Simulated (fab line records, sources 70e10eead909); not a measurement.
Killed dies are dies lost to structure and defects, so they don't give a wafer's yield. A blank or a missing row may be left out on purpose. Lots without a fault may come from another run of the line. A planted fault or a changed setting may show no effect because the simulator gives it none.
Chamber matching | flow nand_harc | NHARC_P_STI_ETCH_15 on rie_si-05: 4 sister chambers
The step etches the open film in HBr/Cl2, target depth 300 nm, time 100.1 s. 4 wafers are shown with their chamber, then 7 later ones without.

WAFERS WITH THEIR CHAMBER
wafer  | chamber | drypump_motor_current_A (A)
L368.1 | 1       | 5.1
L377.3 | 0       | 6.1
L380.2 | 2       | 6.0
L380.5 | 3       | 6.7

WAFERS WITHOUT THEIR CHAMBER
wafer  | drypump_motor_current_A (A)
L380.6 | 5.9
L381.1 | 6.6
L381.4 | 6.1
L381.5 | 5.1
L382.1 | 5.1
L382.3 | 6.0
L382.4 | 6.7

WHICH CHAMBER EACH WENT THROUGH
wafer  | from the rows above     | in truth
L380.6 | can't be placed: 2 or 0 | 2
L381.1 | 3                       | 3
L381.4 | can't be placed: 0 or 2 | 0
L381.5 | 1                       | 1
L382.1 | 1                       | 1
L382.3 | can't be placed: 2 or 0 | 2
L382.4 | 3                       | 3
Placed correctly: 4 of 7. Can't be placed from these rows: 3 (the true chamber is among the candidates in 3). Placed wrongly: 0.
How it was worked out, from the rows above alone: a wafer's distance from a chamber is the root of the sum, over the readings, of the square of ((its reading less the chamber's mean) divided by the reading's scatter). The wafer belongs to the nearest chamber; if the next one is less than 2 further off, it can't be placed. A chamber's mean is the mean of its shown wafers. The scatter: with one shown wafer a chamber, the root of the mean of the squares of how far each hidden wafer lies from its nearest shown one.
